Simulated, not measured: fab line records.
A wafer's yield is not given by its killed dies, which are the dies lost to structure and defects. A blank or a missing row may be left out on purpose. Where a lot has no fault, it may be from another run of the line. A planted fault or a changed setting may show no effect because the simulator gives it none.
Which tool did it? | flow n5-finfet | Sampling: 24 lots, 72 wafers, 5 of 1938 route steps

WHAT THE GAUGES SHOWED, per wafer
N5_BEOL_M5_INSPECT_30: inspects for defects (brightfield). Usual: raw-defect-count at 450, with a standard deviation of 110.
lot  | measured     | on                | raw-defect-count | flag
L075 | day 8 00:39  | defect-inspect-02 | 661 592 771      |
L074 | day 8 05:08  | defect-inspect-02 | 351 535 351      |
L076 | day 8 07:16  | defect-inspect-02 | 698 653 481      |
L077 | day 8 21:41  | defect-inspect-01 | 347 448 432      |
L078 | day 8 22:53  | defect-inspect-01 | 604 454 457      |
L079 | day 9 08:32  | defect-inspect-01 | 385 429 390      |
L080 | day 9 15:22  | defect-inspect-01 | 433 332 373      |
L081 | day 10 00:23 | defect-inspect-02 | 408 429 509      |
L082 | day 10 00:34 | defect-inspect-02 | 376 376 421      |
L084 | day 10 06:03 | defect-inspect-02 | 348 398 431      |
L083 | day 10 10:52 | defect-inspect-01 | 524 579 544      |
L085 | day 10 17:08 | defect-inspect-01 | 378 604 360      |
L087 | day 11 12:58 | defect-inspect-02 | 540 295 519      |
L086 | day 11 20:26 | defect-inspect-01 | 477 493 492      |
L088 | day 11 20:53 | defect-inspect-02 | 267 234 261      |
L089 | day 12 16:07 | defect-inspect-02 | 418 464 544      |
L090 | day 12 16:43 | defect-inspect-02 | 443 534 357      |
L093 | day 12 16:58 | defect-inspect-01 | 398 395 578      |
L091 | day 13 02:37 | defect-inspect-01 | 727 568 611      |
L092 | day 13 06:20 | defect-inspect-02 | 479 381 354      |
L095 | day 13 18:02 | defect-inspect-02 | 338 417 301      |
L094 | day 14 00:39 | defect-inspect-01 | 400 445 418      |
L097 | day 14 07:23 | defect-inspect-01 | 489 504 532      |
L096 | day 14 13:28 | defect-inspect-01 | 323 412 531      |

N5_BEOL_M5_OCD_MEAS_38. Usual: trench-depth-nm at 71.6 nm, with a standard deviation of 1.5.
lot  | measured     | on     | trench-depth-nm (nm) | flag
L075 | day 8 01:06  | ocd-01 | 70.1 73.7 69.7       |
L074 | day 8 05:40  | ocd-01 | 70.2 72.2 70.1       |
L076 | day 8 07:44  | ocd-02 | 71.9 71.3 69.8       |
L077 | day 8 22:08  | ocd-01 | 73.4 69.2 70.7       |
L078 | day 8 23:35  | ocd-02 | 70.6 72.0 72.1       |
L079 | day 9 08:59  | ocd-02 | 70.4 72.1 72.1       |
L080 | day 9 15:49  | ocd-01 | 70.1 73.0 70.1       |
L081 | day 10 00:50 | ocd-01 | 71.8 68.1 72.0       |
L082 | day 10 01:01 | ocd-02 | 69.1 71.0 72.6       |
L084 | day 10 06:30 | ocd-02 | 70.8 69.4 72.0       |
L083 | day 10 11:19 | ocd-02 | 73.0 71.7 67.8       |
L085 | day 10 18:04 | ocd-01 | 74.2 72.0 70.8       |
L087 | day 11 13:25 | ocd-01 | 70.2 72.3 69.6       |
L086 | day 11 20:54 | ocd-02 | 74.0 71.4 72.4       |
L088 | day 11 21:20 | ocd-02 | 70.9 68.6 73.0       |
L089 | day 12 16:34 | ocd-01 | 74.0 71.4 69.8       |
L090 | day 12 17:11 | ocd-02 | 71.1 73.9 74.0       |
L093 | day 12 17:37 | ocd-01 | 72.8 71.0 73.7       |
L091 | day 13 03:07 | ocd-02 | 75.0 73.1 70.1       |
L092 | day 13 06:47 | ocd-02 | 72.4 70.6 73.1       |
L095 | day 13 18:32 | ocd-02 | 72.2 72.9 72.1       |
L094 | day 14 01:16 | ocd-01 | 73.5 74.6 71.0       |
L097 | day 14 08:14 | ocd-02 | 72.7 73.8 73.3       |
L096 | day 14 13:56 | ocd-01 | 72.0 72.6 70.9       |

N5_BEOL_M6_INSPECT_13: inspects for defects (brightfield). Usual: raw-defect-count at 433, with a standard deviation of 110.
lot  | measured     | on                | raw-defect-count | flag
L075 | day 8 11:55  | defect-inspect-02 | 317 536 262      |
L074 | day 8 14:11  | defect-inspect-02 | 514 369 326      |
L076 | day 8 17:16  | defect-inspect-01 | 383 386 457      |
L077 | day 9 08:50  | defect-inspect-01 | 500 557 500      |
L078 | day 9 09:02  | defect-inspect-01 | 547 493 418      |
L079 | day 9 20:29  | defect-inspect-01 | 405 371 361      |
L080 | day 10 01:58 | defect-inspect-02 | 224 333 307      |
L081 | day 10 10:51 | defect-inspect-01 | 340 329 392      |
L082 | day 10 11:11 | defect-inspect-01 | 500 345 623      |
L084 | day 10 21:07 | defect-inspect-02 | 464 357 443      |
L083 | day 10 20:10 | defect-inspect-02 | 396 399 494      |
L085 | day 11 03:22 | defect-inspect-02 | 251 316 294      |
L087 | day 11 22:34 | defect-inspect-02 | 455 453 342      |
L086 | day 12 07:17 | defect-inspect-01 | 340 376 414      |
L088 | day 12 07:26 | defect-inspect-02 | 501 637 502      |
L089 | day 13 03:27 | defect-inspect-01 | 260 316 302      |
L090 | day 13 04:32 | defect-inspect-02 | 506 565 399      |
L093 | day 13 08:01 | defect-inspect-01 | 566 338 668      |
L091 | day 13 11:56 | defect-inspect-02 | 403 358 482      |
L092 | day 13 15:51 | defect-inspect-02 | 847 676 647      |
L095 | day 14 05:07 | defect-inspect-01 | 385 365 499      |
L094 | day 14 12:23 | defect-inspect-01 | 391 363 431      |
L097 | day 14 17:58 | defect-inspect-01 | 503 715 451      |
L096 | day 14 23:50 | defect-inspect-01 | 331 330 566      |

WHICH TOOL RAN EACH LOT (tool, then ch and the chambers of the sampled wafers, then the start)
lot  | N5_BEOL_M5_ETCH_41                            | N5_BEOL_M6_HM_DEP_02
L075 | rie-diel-01 ch 1,2, day 8 01:06 or earlier    | pvd-sputter-02, day 8 11:30
L074 | rie-diel-06 ch 0,3, day 8 05:40 or earlier    | pvd-sputter-02, day 8 13:38
L076 | rie-diel-06 ch 0,2,3, day 8 07:44 or earlier  | pvd-sputter-01, day 8 16:43
L077 | rie-diel-01 ch 1,2,3, day 8 22:08 or earlier  | pvd-sputter-01, day 9 08:17
L078 | rie-diel-03 ch 1,3, day 8 23:35 or earlier    | pvd-sputter-01, day 9 08:29
L079 | rie-diel-03 ch 2,3, day 9 08:59 or earlier    | pvd-sputter-02, day 9 19:56
L080 | rie-diel-06 ch 0,1,2, day 9 15:49 or earlier  | pvd-sputter-03, day 10 01:25
L081 | rie-diel-01 ch 0,3, day 10 00:50 or earlier   | pvd-sputter-01, day 10 10:26
L082 | rie-diel-03 ch 0,2,3, day 10 01:01 or earlier | pvd-sputter-01, day 10 10:38
L084 | rie-diel-03 ch 0,1, day 10 06:30 or earlier   | pvd-sputter-01, day 10 20:34
L083 | rie-diel-01 ch 0,2,3, day 10 11:19 or earlier | pvd-sputter-03, day 10 19:37
L085 | rie-diel-03 ch 0,1,3, day 10 18:04 or earlier | pvd-sputter-02, day 11 02:56
L087 | rie-diel-06 ch 0,1,3, day 11 13:25 or earlier | pvd-sputter-01, day 11 22:07
L086 | rie-diel-03 ch 1,2,3, day 11 20:54 or earlier | pvd-sputter-02, day 12 06:44
L088 | rie-diel-01 ch 0,1,3, day 11 21:20 or earlier | pvd-sputter-02, day 12 06:50
L089 | rie-diel-03 ch 1,2,3, day 12 16:34 or earlier | pvd-sputter-03, day 13 02:54
L090 | rie-diel-03 ch 0,1,2, day 12 17:11 or earlier | pvd-sputter-03, day 13 04:07
L093 | rie-diel-01 ch 0,1,2, day 12 17:37 or earlier | pvd-sputter-03, day 13 07:28
L091 | rie-diel-03 ch 0,1,2, day 13 03:07 or earlier | pvd-sputter-01, day 13 11:31
L092 | rie-diel-01 ch 0,1,2, day 13 06:47 or earlier | pvd-sputter-01, day 13 15:18
L095 | rie-diel-01 ch 0,2, day 13 18:32 or earlier   | pvd-sputter-01, day 14 04:34
L094 | rie-diel-03 ch 0,1,2, day 14 01:16 or earlier | pvd-sputter-03, day 14 11:49
L097 | rie-diel-03 ch 0,2, day 14 08:14 or earlier   | pvd-sputter-03, day 14 17:23
L096 | rie-diel-01 ch 0,1,2, day 14 13:56 or earlier | pvd-sputter-01, day 14 23:17
- N5_BEOL_M5_ETCH_41: etches SiCN in CH3F/O2, target depth 31.5 nm, time 56.7 s.
- N5_BEOL_M6_HM_DEP_02: deposits TiN, target thk 20 nm.

AS READ BY THE TOOLS THEMSELVES (means over the sampled wafers that have a number; for cases with no such wafer, the mark the record gives instead)
N5_BEOL_M5_ETCH_41. Usual: drypump-motor-current-A 5.7 A, standard deviation 0.58; mfc-ar-sccm 150.0 sccm, standard deviation 0.45; oes-product-au 0.79 a.u., standard deviation 0.093; rf-vpp-V 297.5 V, standard deviation 1.3; showerhead-plenum-p-Torr 2.01 Torr, standard deviation 0.051; throttle-valve-pct 16.32 %, standard deviation 0.26.
lot  | tool        | drypump-motor-current-A (A) | mfc-ar-sccm (sccm) | oes-product-au (a.u.) | rf-vpp-V (V) | showerhead-plenum-p-Torr (Torr) | throttle-valve-pct (%) | flag
L075 | rie-diel-01 | 5.2                         | 149.8              | 0.74                  | 298.5        | 2.05                            | 16.31                  |
L074 | rie-diel-06 | 6.0                         | 150.0              | 0.77                  | 295.8        | 1.97                            | 16.42                  |
L076 | rie-diel-06 | 5.7                         | 150.0              | 0.82                  | 298.1        | 1.99                            | 16.21                  |
L077 | rie-diel-01 | 5.6                         | 149.6              | 0.74                  | 297.7        | 2.00                            | 16.37                  |
L078 | rie-diel-03 | 5.5                         | 150.4              | 0.77                  | 298.0        | 2.05                            | 16.37                  |
L079 | rie-diel-03 | 5.8                         | 149.8              | 0.69                  | 297.7        | 2.03                            | 16.58                  |
L080 | rie-diel-06 | 5.4                         | 149.9              | 0.78                  | 296.3        | 1.95                            | 16.25                  |
L081 | rie-diel-01 | 5.4                         | 150.4              | 0.74                  | 297.3        | 1.97                            | 16.59                  |
L082 | rie-diel-03 | 6.2                         | 149.6              | 0.78                  | 298.2        | 2.03                            | 16.34                  |
L084 | rie-diel-03 | 6.0                         | 149.3              | 0.91                  | 298.9        | 2.03                            | 15.98                  |
L083 | rie-diel-01 | 5.7                         | 149.7              | 0.75                  | 296.2        | 1.98                            | 16.50                  |
L085 | rie-diel-03 | 5.9                         | 149.4              | 0.85                  | 297.9        | 2.04                            | 16.16                  |
L087 | rie-diel-06 | 5.7                         | 150.0              | 0.74                  | 297.3        | 1.99                            | 16.41                  |
L086 | rie-diel-03 | 5.9                         | 150.2              | 0.82                  | 296.8        | 2.02                            | 16.29                  |
L088 | rie-diel-01 | 5.3                         | 150.2              | 0.72                  | 297.7        | 1.98                            | 16.49                  |
L089 | rie-diel-03 | 5.9                         | 150.1              | 0.81                  | 297.5        | 2.02                            | 16.31                  |
L090 | rie-diel-03 | 6.3                         | 150.2              | 0.90                  | 297.3        | 2.01                            | 16.06                  |
L093 | rie-diel-01 | 5.3                         | 149.9              | 0.74                  | 297.3        | 2.02                            | 16.48                  |
L091 | rie-diel-03 | 6.3                         | 150.3              | 0.89                  | 298.1        | 2.01                            | 16.06                  |
L092 | rie-diel-01 | 5.3                         | 150.2              | 0.73                  | 297.5        | 2.02                            | 16.49                  |
L095 | rie-diel-01 | 5.5                         | 149.8              | 0.76                  | 297.1        | 2.01                            | 16.60                  |
L094 | rie-diel-03 | 6.3                         | 150.0              | 0.88                  | 298.5        | 2.01                            | 16.10                  |
L097 | rie-diel-03 | 6.6                         | 150.3              | 0.90                  | 296.5        | 1.99                            | 16.13                  |
L096 | rie-diel-01 | 5.3                         | 150.2              | 0.73                  | 297.1        | 2.02                            | 16.50                  |

N5_BEOL_M6_HM_DEP_02. Usual: throttle-valve-pct at 30.2 %, with a standard deviation of 0.78.
lot  | tool           | throttle-valve-pct (%) | flag
L075 | pvd-sputter-02 | 30.4                   |
L074 | pvd-sputter-02 | 30.3                   |
L076 | pvd-sputter-01 | 30.3                   |
L077 | pvd-sputter-01 | 29.8                   |
L078 | pvd-sputter-01 | 31.0                   |
L079 | pvd-sputter-02 | 30.3                   |
L080 | pvd-sputter-03 | 29.6                   |
L081 | pvd-sputter-01 | 30.4                   |
L082 | pvd-sputter-01 | 30.7                   |
L084 | pvd-sputter-01 | 29.8                   |
L083 | pvd-sputter-03 | 28.9                   |
L085 | pvd-sputter-02 | 30.4                   |
L087 | pvd-sputter-01 | 30.4                   |
L086 | pvd-sputter-02 | 29.9                   |
L088 | pvd-sputter-02 | 30.3                   |
L089 | pvd-sputter-03 | 29.5                   |
L090 | pvd-sputter-03 | 29.9                   |
L093 | pvd-sputter-03 | 30.0                   |
L091 | pvd-sputter-01 | 30.8                   |
L092 | pvd-sputter-01 | 30.9                   |
L095 | pvd-sputter-01 | 30.8                   |
L094 | pvd-sputter-03 | 29.0                   |
L097 | pvd-sputter-03 | 29.6                   |
L096 | pvd-sputter-01 | 29.7                   |

THE ANSWER, worked out from the rows above alone
Rule: a lot is off if the mean of its wafers that have a number lies more than 3 standard deviations from the usual mean. Also off: a lot with no number at a reading for which 4 or more lots have one. All remaining lots with rows at the step are treated as sound. First the gauges in route order, then the tools' own readings, where a lot's mean is used as printed above. At the first step where some lot is off, the reading lying furthest off is the one used; lots without a number count as furthest.
Nothing can be told from this: no lot is off at any reading shown.

WHAT THE SIMULATOR PUT IN
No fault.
